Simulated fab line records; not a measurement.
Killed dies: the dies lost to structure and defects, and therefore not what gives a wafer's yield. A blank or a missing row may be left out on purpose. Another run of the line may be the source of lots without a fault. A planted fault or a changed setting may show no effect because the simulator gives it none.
The tool behind it: which one? -- flow n5-finfet -- 24 lots, 72 wafers sampled, at 5 steps of a route of 1938

== WHAT THE GAUGES READ, wafer by wafer ==
N5_BEOL_M7_CD_MEAS_35: target cd 40 nm.
lot,measured,on,cd-nm (nm)
L074,day 8 11:53,cd-sem-02,40.9 40.2 39.8
L075,day 9 04:00,cd-sem-02,39.2 39.7 40.0
L076,day 9 12:21,cd-sem-01,39.5 40.2 40.8
L077,day 9 12:27,cd-sem-03,39.5 41.5 40.0
L078,day 10 00:55,cd-sem-01,40.1 40.6 39.6
L079,day 10 03:56,cd-sem-02,39.1 40.2 39.8
L080,day 10 06:18,cd-sem-02,40.8 40.6 40.3
L081,day 10 11:41,cd-sem-01,40.8 41.4 40.7
L082,day 11 03:36,cd-sem-01,39.7 39.9 40.3
L083,day 11 05:50,cd-sem-01,39.4 40.3 40.2
L084,day 11 07:34,cd-sem-02,40.1 40.0 40.5
L085,day 11 10:37,cd-sem-01,40.0 41.3 39.5
L086,day 12 08:59,cd-sem-01,40.5 41.3 42.0
L088,day 12 10:41,cd-sem-02,39.7 40.4 40.0
L087,day 12 11:55,cd-sem-03,39.4 39.5 40.3
L089,day 12 20:56,cd-sem-01,40.5 39.9 39.8
L090,day 13 05:52,cd-sem-01,40.2 39.8 40.7
L092,day 13 12:31,cd-sem-03,39.8 39.5 38.7
L094,day 13 15:19,cd-sem-03,39.0 39.9 38.8
L093,day 13 20:00,cd-sem-02,41.2 39.1 40.8
L091,day 14 01:25,cd-sem-03,39.8 39.5 39.8
L095,day 14 12:01,cd-sem-01,40.5 40.8 40.2
L096,day 15 01:00,cd-sem-03,40.3 41.4 40.6
L097,day 15 10:28,cd-sem-01,40.3 40.5 39.3

N5_BEOL_M8_OVL_MEAS_29.
lot,measured,on,V7_OVL (nm)
L074,day 8 18:38,overlay-01,0.1 1.3 0.2
L075,day 9 13:38,overlay-01,1.0 1.7 0.3
L076,day 9 21:22,overlay-02,-0.5 0.7 0.7
L077,day 9 19:16,overlay-02,1.5 -0.3 0.9
L078,day 10 06:39,overlay-02,0.0 0.4 0.7
L079,day 10 15:58,overlay-02,-0.7 -0.6 -0.8
L080,day 10 15:55,overlay-02,0.6 -0.3 0.7
L081,day 10 19:58,overlay-01,1.1 0.5 0.6
L082,day 11 09:49,overlay-01,-0.5 -0.6 0.3
L083,day 11 11:47,overlay-01,-0.3 1.0 1.4
L084,day 11 14:03,overlay-01,0.7 -0.1 -0.8
L085,day 11 18:17,overlay-01,-0.1 -0.2 -0.6
L086,day 12 20:23,overlay-01,0.1 1.4 0.8
L088,day 13 05:16,overlay-01,0.4 0.8 0.0
L087,day 12 20:49,overlay-01,1.1 0.1 0.4
L089,day 13 05:11,overlay-02,0.0 0.7 0.5
L090,day 13 11:42,overlay-02,0.1 -0.3 1.2
L092,day 13 18:55,overlay-02,0.1 0.6 0.0
L094,day 13 21:04,overlay-02,1.1 1.2 0.5
L093,day 14 04:07,overlay-01,0.1 -0.7 -0.7
L091,day 14 07:25,overlay-01,-0.5 0.4 0.1
L095,day 15 00:02,overlay-01,0.7 -0.1 1.3
L096,day 15 06:50,overlay-02,0.8 0.7 0.2
L097,day 15 16:50,overlay-02,0.8 0.7 0.9

== WHICH TOOL RAN EACH LOT (tool, then ch and the chambers of the sampled wafers, then the start) ==
lot,N5_BEOL_M6_SURFACE_TREAT_79,N5_BEOL_M7_SPUTTER_48,N5_BEOL_M8_ETCH_61
L074,"pvd-sputter-03, day 8 06:24","pvd-sputter-03, day 8 13:04","rie-diel-01 ch 0,2,3, day 8 17:26"
L075,"pvd-sputter-02, day 8 23:17","pvd-sputter-03, day 9 07:23","rie-diel-01 ch 0,1,3, day 9 12:45"
L076,"pvd-sputter-03, day 9 03:05","pvd-sputter-01, day 9 14:22","rie-diel-06 ch 1,2,3, day 9 19:28"
L077,"pvd-sputter-03, day 9 03:20","pvd-sputter-01, day 9 13:51","rie-diel-06 ch 0,2, day 9 18:30"
L078,"pvd-sputter-02, day 9 20:14","pvd-sputter-01, day 10 02:49","rie-diel-06 ch 0,2,3, day 10 05:42"
L079,"pvd-sputter-03, day 9 22:58","pvd-sputter-01, day 10 05:29","rie-diel-06 ch 0,1,3, day 10 10:53"
L080,"pvd-sputter-02, day 10 01:20","pvd-sputter-01, day 10 09:13","rie-diel-01 ch 1,2, day 10 11:23"
L081,"pvd-sputter-02, day 10 05:25","pvd-sputter-01, day 10 14:43","rie-diel-06 ch 0,1, day 10 17:01"
L082,"pvd-sputter-03, day 10 21:37","pvd-sputter-02, day 11 04:58","rie-diel-02 ch 0,2,3, day 11 08:08"
L083,"pvd-sputter-03, day 10 23:47","pvd-sputter-03, day 11 07:48","rie-diel-01 ch 1,2,3, day 11 10:32"
L084,"pvd-sputter-03, day 11 02:43","pvd-sputter-02, day 11 08:39","rie-diel-06 ch 1,2,3, day 11 11:44"
L085,"pvd-sputter-02, day 11 05:02","pvd-sputter-03, day 11 14:00","rie-diel-06 ch 2,3, day 11 17:18"
L086,"pvd-sputter-03, day 12 01:31","pvd-sputter-02, day 12 11:54","rie-diel-02 ch 1,3, day 12 16:24"
L088,"pvd-sputter-01, day 12 04:59","pvd-sputter-02, day 12 12:37","rie-diel-01 ch 0,2,3, day 12 16:34"
L087,"pvd-sputter-02, day 12 06:04","pvd-sputter-03, day 12 13:14","rie-diel-02 ch 0,1,3, day 12 16:42"
L089,"pvd-sputter-02, day 12 09:58","pvd-sputter-01, day 12 21:57","rie-diel-06 ch 0,1,2, day 13 04:20"
L090,"pvd-sputter-01, day 12 21:54","pvd-sputter-03, day 13 06:53","rie-diel-06 ch 1,2,3, day 13 09:52"
L092,"pvd-sputter-03, day 13 07:17","pvd-sputter-01, day 13 14:28","rie-diel-02 ch 0,1,3, day 13 17:55"
L094,"pvd-sputter-01, day 13 08:56","pvd-sputter-03, day 13 17:10","rie-diel-02 ch 0,1, day 13 20:10"
L093,"pvd-sputter-01, day 13 13:39","pvd-sputter-02, day 13 21:44","rie-diel-02 ch 0,1,3, day 14 01:56"
L091,"pvd-sputter-02, day 13 20:38","pvd-sputter-01, day 14 03:07","rie-diel-06 ch 1,3, day 14 05:56"
L095,"pvd-sputter-02, day 14 05:44","pvd-sputter-02, day 14 13:43","rie-diel-02 ch 0,1, day 14 20:33"
L096,"pvd-sputter-02, day 14 14:20","pvd-sputter-03, day 15 02:44","rie-diel-01 ch 0,2, day 15 05:23"
L097,"pvd-sputter-01, day 15 04:40","pvd-sputter-01, day 15 12:05","rie-diel-06 ch 0,1,3, day 15 14:53"
- N5_BEOL_M6_SURFACE_TREAT_79
- N5_BEOL_M7_SPUTTER_48: material Cu, target thk 10 nm, time 1.667 s.
- N5_BEOL_M8_ETCH_61: etches SiARC in CF4, target depth 45.5 nm, time 75.8 s.

== AS READ BY THE TOOLS THEMSELVES (means over the sampled wafers that have a number; for cases with no such wafer, the mark the record gives instead) ==
N5_BEOL_M7_SPUTTER_48.
lot,tool,throttle-valve-pct (%)
L074,pvd-sputter-03,30.8
L075,pvd-sputter-03,30.2
L076,pvd-sputter-01,28.7
L077,pvd-sputter-01,29.2
L078,pvd-sputter-01,28.2
L079,pvd-sputter-01,27.7
L080,pvd-sputter-01,28.2
L081,pvd-sputter-01,27.9
L082,pvd-sputter-02,29.6
L083,pvd-sputter-03,30.0
L084,pvd-sputter-02,30.0
L085,pvd-sputter-03,31.4
L086,pvd-sputter-02,29.8
L088,pvd-sputter-02,29.5
L087,pvd-sputter-03,30.4
L089,pvd-sputter-01,28.6
L090,pvd-sputter-03,30.0
L092,pvd-sputter-01,28.7
L094,pvd-sputter-03,29.4
L093,pvd-sputter-02,29.2
L091,pvd-sputter-01,29.1
L095,pvd-sputter-02,29.5
L096,pvd-sputter-03,31.0
L097,pvd-sputter-01,28.7

N5_BEOL_M8_ETCH_61.
lot,tool,drypump-motor-current-A (A),etch-rf-on-time-s (s),oes-product-au (a.u.),rf-vpp-V (V),showerhead-plenum-p-Torr (Torr),throttle-valve-pct (%)
L074,rie-diel-01,6.0,75.9,0.71,182.6,2.07,15.61
L075,rie-diel-01,5.7,76.7,0.63,183.1,2.08,15.79
L076,rie-diel-06,5.8,75.3,0.72,184.1,2.18,15.58
L077,rie-diel-06,5.4,75.1,0.75,186.0,2.25,15.54
L078,rie-diel-06,5.3,75.4,0.73,185.3,2.25,15.52
L079,rie-diel-06,5.7,75.8,0.70,185.0,2.19,15.56
L080,rie-diel-01,6.0,75.2,0.71,184.2,2.11,15.55
L081,rie-diel-06,6.2,76.3,0.68,183.3,2.13,15.62
L082,rie-diel-02,5.4,76.1,0.68,184.5,2.16,15.52
L083,rie-diel-01,5.8,76.5,0.67,183.4,2.10,15.64
L084,rie-diel-06,5.7,75.6,0.70,184.1,2.18,15.59
L085,rie-diel-06,5.2,74.5,0.72,186.0,2.24,15.54
L086,rie-diel-02,5.3,74.7,0.68,183.5,2.13,15.55
L088,rie-diel-01,6.1,75.7,0.74,184.5,2.15,15.52
L087,rie-diel-02,5.4,75.1,0.68,183.3,2.13,15.53
L089,rie-diel-06,5.8,75.1,0.69,184.6,2.18,15.63
L090,rie-diel-06,5.7,75.4,0.68,184.6,2.17,15.63
L092,rie-diel-02,5.4,75.8,0.67,184.2,2.13,15.55
L094,rie-diel-02,5.7,74.8,0.68,184.8,2.16,15.45
L093,rie-diel-02,5.4,74.6,0.67,183.4,2.13,15.57
L091,rie-diel-06,6.2,77.4,0.66,183.9,2.11,15.67
L095,rie-diel-02,5.7,75.5,0.66,184.3,2.16,15.46
L096,rie-diel-01,6.2,73.7,0.75,185.4,2.22,15.51
L097,rie-diel-06,5.7,75.1,0.67,183.9,2.17,15.64

== THE ANSWER, worked out from the rows above alone ==
Rule: usual is defined by the lots themselves. The widest of any qualifying gaps counts: lots, ordered by their means at a reading, are off when they make up no more than a third of the lots, leave a main group of 4 or more, and stand apart from it by 3 or more times the standard deviation of that group's means. A main group is skipped when, at the precision printed for the reading in the tables above, its means are all equal. A lot without any number at a reading at which 4 lots or more have one is off too. Any other lot the step has rows for is counted as sound. Order of review: gauges by route order, followed by the tools' own readings, for which a lot's mean as printed above is used. The first step at which some lot is off is used, and at that step the reading that is off furthest; a lot without a number counts as furthest.
No lot is off on any of the readings shown, so nothing can be concluded from this.

== WHAT THE SIMULATOR HAD INSERTED ==
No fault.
